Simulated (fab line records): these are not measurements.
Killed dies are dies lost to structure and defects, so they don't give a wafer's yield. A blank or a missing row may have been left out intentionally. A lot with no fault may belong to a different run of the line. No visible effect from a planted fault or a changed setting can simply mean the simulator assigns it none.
fab line records -- flow n5_finfet
[record] lots = 10, wafers = 30, last_day = 18
route steps=1938 shown BEOL_M3@988 BEOL_M4@1111 PASSIVATION@1936
lots with no fault: from the same line, run without faults
start_h: the number of hours between the record's first day and the start of the first shown wafer of the lot -- wait_h: hours from the lot's prior step to this one -- " same as the row above -- L1.1+2: several wafers, shown together as one row -- - no value, or no start was given -- * or withheld: withheld -- < > ~ a bound
route shown NAME@n: NAME is a module with steps in the file, n the number in the route of the first one -- usual: mean/standard deviation of fault-free wafers -- same: alike in all rows -- chamber/n: place in a boat -- sites: the reading at each site -- _std_site: their standard deviation -- _edge_site: inner sites' mean taken away from outer sites' mean -- radius_mm: for every site, how far away it sits from the centre of the wafer -- mask NAME#n: copy n -- behind: the last tool/chamber to shape the wafer -- hold: cause of the lot's hold/its duration in hours/its outcome -- device: the n, p or np transistor that did not switch -- end of line: the route-end tests of the same wafers -- a step with no rows: only its recipe -- killed: the dies lost at the first sort to structure and to defects; this is not the yield of the wafer -- map: the dies of a wafer, with x for killed, . for not killed, _ for no die there
set.NAME: setting as actually run; set.NAME@STEP: the setting as run at that earlier step -- model.NAME: the simulator's own value behind a step, which no gauge read
a sample of lots followed through the steps of the route, with each step as a table and each wafer as a row
services: a tool's chamber out of use, with start hour (start_h, from the record's first day; less than 0 if before it), hours out, and reason
[[steps]]
[step N5_BEOL_M3_CD_MEAS_35]
[recipe] target_cd_nm = 18, target_cd_y_nm = 21, polarity = opening
[usual] cd_nm = 17.9/0.3
lot.wafer,tool,chamber,start_h,wait_h,cd_nm
L510.2,cd_sem-03,-,149.55,0.0,18.1
L510.3,cd_sem-03,-,149.55,0.0,17.8
L510.5,cd_sem-03,-,149.55,0.0,18.1
L514.3,cd_sem-03,-,178.90,0.0,17.9
L514.5,cd_sem-03,-,178.90,0.0,18.1
L514.6,cd_sem-03,-,178.90,0.0,18.6
L519.2,cd_sem-01,-,209.45,0.0,18.1
L519.5,cd_sem-01,-,209.45,0.0,17.9
L519.6,cd_sem-01,-,209.45,0.0,17.9
L527.1,cd_sem-03,-,257.50,0.0,17.8
L527.2,cd_sem-03,-,257.50,0.0,17.1
L527.5,cd_sem-03,-,257.50,0.0,18.0
L524.1,cd_sem-01,-,257.94,0.0,17.1
L524.3,cd_sem-01,-,257.94,0.0,17.5
L524.5,cd_sem-01,-,257.94,0.0,17.9
L526.1,cd_sem-02,-,262.25,0.0,17.5
L526.3,cd_sem-02,-,262.25,0.0,18.2
L526.4,cd_sem-02,-,262.25,0.0,17.6
L531.2,cd_sem-01,-,278.06,0.0,18.1
L531.3,cd_sem-01,-,278.06,0.0,18.0
L531.4,cd_sem-01,-,278.06,0.0,17.9
L530.2,cd_sem-02,-,286.96,0.0,18.3
L530.4,cd_sem-02,-,286.96,0.0,18.0
L530.5,cd_sem-02,-,286.96,0.0,17.5
L532.2,cd_sem-01,-,302.34,0.0,17.5
L532.3,cd_sem-01,-,302.34,0.0,17.5
L532.6,cd_sem-01,-,302.34,0.0,17.9
L533.1,cd_sem-02,-,313.47,0.0,18.2
L533.5,cd_sem-02,-,313.47,0.0,17.9
L533.6,cd_sem-02,-,313.47,0.0,17.8
[step N5_BEOL_M3_SPUTTER_79]
[recipe] material = Cu, target_thk_a = 45, temp_c = -20, chamber_pressure_pa = 0.07, power_w = withheld, time_s = 8.29
[usual] chamber_pressure_pa = 0.06999/0.00016, chuck_gas_flow_sccm = 1.26/0.061, chuck_sensor_temp_C = -16.0/0.63, throttle_valve_pct = 29.9/1, time_s = 8.29/0
lot.wafer,tool,chamber,start_h,wait_h,chamber_pressure_pa,chuck_gas_flow_sccm,chuck_sensor_temp_C,throttle_valve_pct,time_s
L510.2,pvd_sputter-01,-,150.76,0.1,0.06966,1.34,-16.2,31.0,8.29
L510.3,pvd_sputter-01,-,150.76,0.1,0.06977,1.19,-16.3,31.6,8.29
L510.5,pvd_sputter-01,-,150.76,0.1,0.07012,1.22,-16.4,30.1,8.29
L514.3,pvd_sputter-02,-,180.46,0.1,0.07004,1.22,-15.7,28.7,8.29
L514.5,pvd_sputter-02,-,180.46,0.1,0.07024,1.18,-16.8,29.4,8.29
L514.6,pvd_sputter-02,-,180.46,0.1,0.06983,1.23,-16.1,29.3,8.29
L519.2,pvd_sputter-02,-,212.32,0.1,0.06988,1.27,-16.7,29.6,8.29
L519.5,pvd_sputter-02,-,212.32,0.1,0.07009,1.29,-15.7,28.7,8.29
L519.6,pvd_sputter-02,-,212.32,0.1,0.07005,1.29,-14.6,29.3,8.29
L527.1,pvd_sputter-02,-,258.39,0.1,-,-,-,-,-
L527.2,pvd_sputter-02,-,258.39,0.1,-,-,-,-,-
L527.5,pvd_sputter-02,-,258.39,0.1,-,-,-,-,-
L524.1,pvd_sputter-02,-,260.60,0.1,-,-,-,-,-
L524.3,pvd_sputter-02,-,260.60,0.1,-,-,-,-,-
L524.5,pvd_sputter-02,-,260.60,0.1,-,-,-,-,-
L526.1,pvd_sputter-02,-,263.43,0.1,-,-,-,-,-
L526.3,pvd_sputter-02,-,263.43,0.1,-,-,-,-,-
L526.4,pvd_sputter-02,-,263.43,0.1,-,-,-,-,-
L531.2,pvd_sputter-02,-,279.05,0.1,0.07008,1.34,-16.8,29.4,8.29
L531.3,pvd_sputter-02,-,279.05,0.1,0.06995,1.26,-15.8,28.7,8.29
L531.4,pvd_sputter-02,-,279.05,0.1,0.07017,1.30,-14.7,29.0,8.29
L530.2,pvd_sputter-02,-,288.00,0.1,0.06995,1.26,-15.6,29.0,8.29
L530.4,pvd_sputter-02,-,288.00,0.1,0.06979,1.29,-16.2,29.4,8.29
L530.5,pvd_sputter-02,-,288.00,0.1,0.07009,1.36,-16.8,29.4,8.29
L532.2,pvd_sputter-03,-,305.23,0.1,0.06986,1.40,-15.5,30.2,8.29
L532.3,pvd_sputter-03,-,305.23,0.1,0.07022,1.24,-15.6,32.1,8.29
L532.6,pvd_sputter-03,-,305.23,0.1,0.06993,1.21,-16.9,29.3,8.29
L533.1,pvd_sputter-03,-,314.83,0.1,0.06988,1.37,-16.8,29.1,8.29
L533.5,pvd_sputter-03,-,314.83,0.1,0.07005,1.23,-15.5,32.1,8.29
L533.6,pvd_sputter-03,-,314.83,0.1,0.06974,1.26,-16.5,29.1,8.29
[step N5_BEOL_M3_SPUTTER_81]
[recipe] material = Cu, target_thk_a = 45, temp_c = -20, chamber_pressure_pa = 0.07, power_w = withheld, time_s = 8.29
[usual] chamber_pressure_pa = 0.06998/0.00014, chuck_gas_flow_sccm = 1.27/0.053, chuck_sensor_temp_C = -16.0/0.63, throttle_valve_pct = 29.9/1
[same] time_s = 8.29
lot.wafer,tool,chamber,start_h,wait_h,chamber_pressure_pa,chuck_gas_flow_sccm,chuck_sensor_temp_C,throttle_valve_pct
L510.2,pvd_sputter-01,-,150.98,0.1,0.06984,1.28,-16.1,30.8
L510.3,pvd_sputter-01,-,150.98,0.1,0.06986,1.23,-16.3,31.8
L510.5,pvd_sputter-01,-,150.98,0.1,0.06985,1.27,-16.2,30.0
L514.3,pvd_sputter-02,-,180.68,0.1,0.06998,1.28,-15.4,28.7
L514.5,pvd_sputter-02,-,180.68,0.1,0.07007,1.22,-16.6,29.2
L514.6,pvd_sputter-02,-,180.68,0.1,0.07001,1.22,-16.3,29.5
L519.2,pvd_sputter-02,-,212.54,0.1,0.0701,1.28,-16.9,29.5
L519.5,pvd_sputter-02,-,212.54,0.1,0.06981,1.27,-15.8,28.9
L519.6,pvd_sputter-02,-,212.54,0.1,0.07003,1.38,-14.8,29.0
L527.1,pvd_sputter-02,-,258.61,0.1,0.06985,1.26,-16.2,29.5
L527.2,pvd_sputter-02,-,258.61,0.1,0.07028,1.25,-14.6,28.9
L527.5,pvd_sputter-02,-,258.61,0.1,0.07015,1.16,-15.6,28.7
L524.1,pvd_sputter-02,-,260.85,0.1,0.07016,1.34,-16.3,29.5
L524.3,pvd_sputter-02,-,260.85,0.1,0.07005,1.32,-15.9,28.9
L524.5,pvd_sputter-02,-,260.85,0.1,0.07004,1.23,-14.8,29.3
L526.1,pvd_sputter-02,-,263.68,0.1,0.06999,1.23,-15.7,28.9
L526.3,pvd_sputter-02,-,263.68,0.1,0.0696,1.14,-16.8,29.7
L526.4,pvd_sputter-02,-,263.68,0.1,0.06983,1.28,-16.3,29.2
L531.2,pvd_sputter-02,-,279.27,0.1,0.07004,1.29,-16.7,29.5
L531.3,pvd_sputter-02,-,279.27,0.1,0.07003,1.32,-15.6,28.7
L531.4,pvd_sputter-02,-,279.27,0.1,0.06988,1.19,-14.7,29.2
L530.2,pvd_sputter-02,-,288.22,0.1,0.07017,1.29,-15.5,28.7
L530.4,pvd_sputter-02,-,288.22,0.1,0.06982,1.25,-16.2,29.4
L530.5,pvd_sputter-02,-,288.22,0.1,0.06977,1.34,-16.8,29.4
L532.2,pvd_sputter-03,-,305.45,0.1,0.06982,1.29,-15.5,30.1
L532.3,pvd_sputter-03,-,305.45,0.1,0.06985,1.24,-15.6,31.9
L532.6,pvd_sputter-03,-,305.45,0.1,0.06988,1.32,-16.7,29.2
L533.1,pvd_sputter-03,-,315.05,0.1,0.06996,1.23,-16.9,29.1
L533.5,pvd_sputter-03,-,315.05,0.1,0.06999,1.26,-15.5,32.2
L533.6,pvd_sputter-03,-,315.05,0.1,0.07025,1.19,-16.8,29.4
[step N5_BEOL_M3_SPUTTER_88]
[recipe] material = Cu, target_thk_a = 45, temp_c = -20, chamber_pressure_pa = 0.07, power_w = withheld, time_s = 8.29
[usual] chamber_pressure_pa = 0.07001/0.00014, chuck_gas_flow_sccm = 1.27/0.056, chuck_sensor_temp_C = -16.0/0.63, throttle_valve_pct = 29.9/1
[same] time_s = 8.29
lot.wafer,tool,chamber,start_h,wait_h,chamber_pressure_pa,chuck_gas_flow_sccm,chuck_sensor_temp_C,throttle_valve_pct
L510.2,pvd_sputter-01,-,151.42,0.1,0.06987,1.30,-16.0,31.0
L510.3,pvd_sputter-01,-,151.42,0.1,0.06995,1.38,-16.4,31.6
L510.5,pvd_sputter-01,-,151.42,0.1,0.07017,1.26,-16.5,29.9
L514.3,pvd_sputter-02,-,181.12,0.1,0.0701,1.31,-15.7,28.9
L514.5,pvd_sputter-02,-,181.12,0.1,0.07001,1.29,-16.9,29.3
L514.6,pvd_sputter-02,-,181.12,0.1,0.07002,1.26,-16.2,29.3
L519.2,pvd_sputter-02,-,212.98,0.1,0.06999,1.25,-16.8,29.5
L519.5,pvd_sputter-02,-,212.98,0.1,0.06978,1.30,-15.8,28.9
L519.6,pvd_sputter-02,-,212.98,0.1,0.06979,1.25,-14.7,29.1
L527.1,pvd_sputter-02,-,259.09,0.1,0.07008,1.16,-16.1,29.2
L527.2,pvd_sputter-02,-,259.09,0.1,0.06991,1.19,-14.8,29.3
L527.5,pvd_sputter-02,-,259.09,0.1,0.07027,1.29,-15.7,28.5
L524.1,pvd_sputter-02,-,261.34,0.1,0.06987,1.32,-16.1,29.5
L524.3,pvd_sputter-02,-,261.34,0.1,0.06997,1.24,-15.9,28.8
L524.5,pvd_sputter-02,-,261.34,0.1,0.06993,1.27,-14.7,28.8
L526.1,pvd_sputter-02,-,264.17,0.1,0.06997,1.31,-15.7,28.8
L526.3,pvd_sputter-02,-,264.17,0.1,0.07019,1.24,-16.7,29.4
L526.4,pvd_sputter-02,-,264.17,0.1,0.07012,1.35,-16.1,29.4
L531.2,pvd_sputter-02,-,279.71,0.1,0.07014,1.19,-16.9,29.2
L531.3,pvd_sputter-02,-,279.71,0.1,0.07004,1.27,-15.7,29.1
L531.4,pvd_sputter-02,-,279.71,0.1,0.07004,1.34,-14.5,29.0
L530.2,pvd_sputter-02,-,288.66,0.1,0.06988,1.20,-15.7,28.8
L530.4,pvd_sputter-02,-,288.66,0.1,0.06966,1.33,-16.0,29.3
L530.5,pvd_sputter-02,-,288.66,0.1,0.07,1.13,-16.5,29.3
L532.2,pvd_sputter-03,-,305.89,0.1,0.06999,1.30,-15.4,30.2
L532.3,pvd_sputter-03,-,305.89,0.1,0.06993,1.19,-15.7,32.0
L532.6,pvd_sputter-03,-,305.89,0.1,0.07004,1.18,-16.6,29.3
L533.1,pvd_sputter-03,-,315.49,0.1,0.07008,1.30,-16.8,29.3
L533.5,pvd_sputter-03,-,315.49,0.1,0.06995,1.22,-15.5,32.2
L533.6,pvd_sputter-03,-,315.49,0.1,0.07002,1.29,-16.8,29.2
[step N5_BEOL_M4_RC_MEAS_101]
[usual] DIBL_N = 36.2/1.6, DIBL_P = 36.1/2, IOFF_N = 0.16/0.032, IOFF_P = 0.22/0.036, ION_N = 672/11, ION_P = 463/7.5, SS_N = 71.4/0.58, SS_P = 73.2/0.67, VT_N = 250/3.3, VT_P = -250/3.3
lot.wafer,tool,chamber,start_h,wait_h,DIBL_N[mV/V],DIBL_P[mV/V],IOFF_N[nA/um],IOFF_P[nA/um],ION_N[uA/um],ION_P[uA/um],SS_N[mV/dec],SS_P[mV/dec],VT_N[mV],VT_P[mV]
L510.2,prober-02,0,172.98,0.2,36.6,37.3,0.13,0.17,652,446,71.1,72.5,254,-257
L510.3,prober-02,0,172.98,0.2,37.2,38.7,0.17,0.19,679,456,72.3,74.0,247,-251
L510.5,prober-02,0,172.98,0.2,34.5,35.6,0.12,0.15,660,444,70.7,72.3,255,-256
L514.3,prober-01,0,197.74,0.3,38.3,35.2,0.17,0.21,679,465,71.6,73.2,248,-249
L514.5,prober-01,0,197.74,0.3,35.9,32.5,0.13,0.18,662,458,71.3,71.8,248,-251
L514.6,prober-01,0,197.74,0.3,36.2,33.4,0.13,0.19,671,460,71.5,72.3,251,-250
L519.2,prober-02,0,224.69,0.2,37.7,37.1,0.17,0.24,675,471,71.8,73.0,247,-246
L519.5,prober-02,0,224.69,0.2,37.3,38.2,0.16,0.26,678,471,71.5,74.0,248,-245
L519.6,prober-02,0,224.69,0.2,37.0,38.0,0.16,0.24,682,466,71.5,72.8,249,-246
L527.1,prober-02,0,273.13,0.0,34.6,34.6,0.12,0.18,661,458,71.6,72.5,254,-253
L527.2,prober-02,0,273.13,0.0,35.1,35.6,0.13,0.19,667,461,71.1,72.6,254,-250
L527.5,prober-02,0,273.13,0.0,36.8,38.2,0.15,0.23,679,470,72.1,73.9,251,-250
L526.1,prober-02,0,276.46,0.0,34.2,33.8,0.13,0.18,647,455,70.6,72.7,253,-253
L526.3,prober-02,0,276.46,0.0,33.3,32.6,0.13,0.17,657,459,70.6,72.4,251,-251
L526.4,prober-02,0,276.46,0.0,36.3,36.6,0.17,0.23,665,457,72.2,73.4,248,-250
L524.1,prober-01,0,278.71,0.0,34.1,34.8,0.13,0.16,669,455,71.1,72.4,252,-256
L524.3,prober-01,0,278.71,0.0,35.1,36.3,0.14,0.18,668,459,70.8,72.5,252,-256
L524.5,prober-01,0,278.71,0.0,34.9,35.6,0.13,0.17,656,444,70.9,73.1,254,-255
L531.2,prober-02,0,294.98,0.2,33.0,30.8,0.11,0.15,649,449,71.1,72.6,257,-254
L531.3,prober-02,0,294.98,0.2,38.4,38.8,0.20,0.27,676,463,71.9,74.0,248,-244
L531.4,prober-02,0,294.98,0.2,35.4,34.2,0.13,0.19,670,463,71.2,72.6,251,-249
L530.2,prober-02,0,305.23,0.2,40.5,38.1,0.21,0.27,666,462,71.8,73.7,246,-247
L530.4,prober-02,0,305.23,0.2,37.6,34.2,0.15,0.20,660,462,71.4,72.6,250,-250
L530.5,prober-02,0,305.23,0.2,38.3,34.9,0.16,0.20,653,457,71.7,72.8,251,-250
L532.2,prober-02,0,323.01,0.2,33.9,34.4,0.12,0.17,661,464,70.6,71.7,254,-253
L532.3,prober-02,0,323.01,0.2,35.4,37.0,0.14,0.20,679,466,70.3,72.9,253,-249
L532.6,prober-02,0,323.01,0.2,34.7,36.1,0.13,0.19,669,466,70.5,72.2,254,-252
L533.1,prober-02,0,339.85,0.0,38.7,39.5,0.20,0.25,694,469,72.4,73.6,244,-246
L533.5,prober-02,0,339.85,0.0,36.5,37.2,0.16,0.22,679,470,72.2,73.4,250,-247
L533.6,prober-02,0,339.85,0.0,34.7,35.7,0.13,0.20,661,465,71.4,72.2,252,-252
[step N5_PASSIVATION_PROBE_49]
[usual] defect_limited_yield = 91.4/1.3, killed_at_M0_to_M3 = 34/10, killed_at_M4_up = 14/5.6, killed_at_contacts = 13/5.9, killed_at_front_end = 37/9.9, killed_at_other = 3.5/2.8, killed_dies = 101/15, killed_open = 67/12, killed_short = 32/6.6, sort_bin_5_function = 5.0/0.81, sort_bin_6_memory = 3.2/0.66, sort_bin_8_speed = 0.00/0.007, sort_n_pass = 1079/15, sort_yield_pct = 91.4/1.3
[same] gross_dies = 1180, killed_at_back_side = 0, sort_bin_4_leakage[%] = 0
lot.wafer,tool,chamber,start_h,wait_h,defect_limited_yield[%],killed_at_M0_to_M3,killed_at_M4_up,killed_at_contacts,killed_at_front_end,killed_at_other,killed_dies,killed_open,killed_short,sort_bin_5_function[%],sort_bin_6_memory[%],sort_bin_8_speed[%],sort_n_pass,sort_yield_pct[%]
L519.2,prober-01,-,336.84,0.1,93.1,21,13,9,35,3,81,47,27,3.8,1.9,0,1099,93.1
L519.5,prober-01,-,336.99,0.2,92.7,17,9,12,47,1,86,50,35,3.8,3.0,0,1094,92.7
L519.6,prober-01,-,337.04,0.3,93.7,27,13,8,24,2,74,52,22,3.6,2.5,0,1106,93.7
L527.1,prober-02,-,376.29,0.0,89.2,41,28,13,44,1,127,86,32,7.0,3.7,0,1053,89.2
L527.2,prober-02,-,376.34,0.1,90.8,41,13,18,31,6,109,65,36,5.3,3.7,0,1071,90.8
L527.5,prober-02,-,376.49,0.2,91.0,42,14,18,32,0,106,64,34,5.8,2.8,0,1074,91.0
L526.1,prober-01,-,376.57,0.0,89.1,37,13,18,57,4,129,75,48,6.7,3.8,0,1051,89.1
L526.3,prober-01,-,376.67,0.1,91.7,55,6,11,26,0,98,69,27,4.2,4.1,0,1082,91.7
L526.4,prober-01,-,376.72,0.2,89.7,55,10,15,42,0,122,83,36,5.8,4.0,0,1058,89.7
L524.1,prober-02,-,396.56,0.0,91.5,31,9,14,39,7,100,69,29,5.1,3.1,0,1080,91.5
L524.3,prober-02,-,396.66,0.1,92.8,24,9,18,33,1,85,59,20,4.2,2.8,0,1095,92.8
L524.5,prober-02,-,396.76,0.2,88.3,55,18,10,42,13,138,94,40,6.4,4.9,0,1042,88.3
// killed by level:class
L519.2 BEOL_M1:geometric_particle:open=8 MOL_CONTACT_COAG:geometric_particle:open=7 HKMG_FIN:area_etch=7 BEOL_M4:geometric_particle:open=6 STI_FIN_REVEAL:geometric_particle:open=5 GATE_CUT:geometric_particle:short=5 STARTING-WAFER:geometric_particle:open=5 BEOL_M0_SAQP:geometric_particle:short=4
L519.5 FIN_SAQP:geometric_particle:short=18 FIN_SAQP:geometric_particle:open=11 MOL_CONTACT_COAG:geometric_particle:open=11 BEOL_M0_SAQP:geometric_particle:short=6 BEOL_M2:geometric_particle:open=5 BEOL_M4:geometric_particle:open=5 DUMMY_GATE:geometric_particle:open=4 GATE_CUT:geometric_particle:short=4
L519.6 BEOL_M1:geometric_particle:open=8 MOL_CONTACT_COAG:geometric_particle:open=7 BEOL_M4:geometric_particle:open=7 BEOL_M2:geometric_particle:open=6 STI_FIN_REVEAL:geometric_particle:open=5 DUMMY_GATE:geometric_particle:open=5 BEOL_M1:geometric_particle:short=5 FIN_SAQP:geometric_particle:open=3
L527.1 BEOL_M4:geometric_particle:open=14 FIN_SAQP:geometric_particle:open=11 STI_FIN_REVEAL:geometric_particle:open=9 BEOL_M0_SAQP:geometric_particle:open=9 FIN_SAQP:geometric_particle:short=8 MOL_CONTACT_COAG:geometric_particle:open=8 BEOL_M3:geometric_particle:open=8 BEOL_M2:geometric_particle:open=7
L527.2 MOL_CONTACT_COAG:geometric_particle:open=16 BEOL_M1:geometric_particle:open=10 BEOL_M3:interface_void_opened=7 GATE_CUT:geometric_particle:short=6 BEOL_M0_SAQP:geometric_particle:open=5 BEOL_M2:geometric_particle:open=5 BEOL_M4:geometric_particle:open=5 FIN_SAQP:geometric_particle:short=4
L527.5 MOL_CONTACT_COAG:geometric_particle:open=13 BEOL_M1:geometric_particle:open=7 BEOL_M2:geometric_particle:open=7 BEOL_M3:geometric_particle:open=7 STI_FIN_REVEAL:geometric_particle:open=6 GATE_CUT:geometric_particle:short=6 BEOL_M3:interface_void_opened=6 BEOL_M0_SAQP:geometric_particle:short=5
L526.1 STI_FIN_REVEAL:geometric_particle:open=17 MOL_CONTACT_COAG:geometric_particle:open=11 FIN_SAQP:geometric_particle:short=7 GATE_CUT:geometric_particle:short=7 MOL_CONTACT_COAG:geometric_particle:short=7 BEOL_M0_SAQP:geometric_particle:short=6 BEOL_M0_SAQP:geometric_particle:open=6 FIN_SAQP:geometric_particle:open=5
L526.3 BEOL_M0_SAQP:geometric_particle:open=12 MOL_CONTACT_COAG:geometric_particle:open=11 BEOL_M0_SAQP:geometric_particle:short=10 BEOL_M1:geometric_particle:open=8 BEOL_M3:geometric_particle:open=8 FIN_SAQP:geometric_particle:open=6 BEOL_M2:geometric_particle:open=6 STI_FIN_REVEAL:geometric_particle:open=4
L526.4 MOL_CONTACT_COAG:geometric_particle:open=14 BEOL_M0_SAQP:geometric_particle:short=14 STI_FIN_REVEAL:geometric_particle:open=12 BEOL_M0_SAQP:geometric_particle:open=12 FIN_SAQP:geometric_particle:open=7 BEOL_M1:geometric_particle:open=7 GATE_CUT:geometric_particle:short=6 BEOL_M2:geometric_particle:open=6
L524.1 STI_FIN_REVEAL:geometric_particle:open=12 MOL_CONTACT_COAG:geometric_particle:open=12 BEOL_M0_SAQP:geometric_particle:open=10 BEOL_M0_SAQP:geometric_particle:short=7 FIN_SAQP:geometric_particle:open=4 BEOL_M1:geometric_particle:open=4 BEOL_M2:geometric_particle:open=4 BEOL_M4:geometric_particle:open=4
L524.3 MOL_CONTACT_COAG:geometric_particle:open=16 STI_FIN_REVEAL:geometric_particle:open=12 BEOL_M1:geometric_particle:open=8 FIN_SAQP:geometric_particle:open=6 STI_FIN_REVEAL:geometric_particle:short=4 BEOL_M3:interface_void_opened=4 BEOL_M0_SAQP:geometric_particle:open=3 BEOL_M0_SAQP:geometric_particle:short=3
L524.5 STI_FIN_REVEAL:geometric_particle:open=15 BEOL_M0_SAQP:geometric_particle:open=11 BEOL_M0_SAQP:geometric_particle:short=10 BEOL_M1:geometric_particle:open=9 MOL_CONTACT_COAG:geometric_particle:open=9 BEOL_M4:geometric_particle:open=9 BEOL_M2:geometric_particle:open=8 FIN_SAQP:geometric_particle:short=6
[[services]]
tool,chamber,start_h,hours,kind
pvd_sputter-02,-,157.68,14.3,repair
pvd_sputter-02,-,207.32,1.6,repair
[[key]]
[first_sign] step = N5_BEOL_M3_SPUTTER_79, reading = tool_record, direction = missing
effect none on later readings
met_at N5_BEOL_M3_SPUTTER_79
struck_lots L524,L526,L527
not_acting_at N5_BEOL_M3_CD_MEAS_35,N5_BEOL_M3_SPUTTER_81,N5_BEOL_M3_SPUTTER_88
onset_between 212.32 258.39
[fault] kind = skipped_step_whole, tool = pvd_sputter-02, chamber = -, onset_h = 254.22, steps = N5_BEOL_M3_SPUTTER_79, scope = struck_lots_only
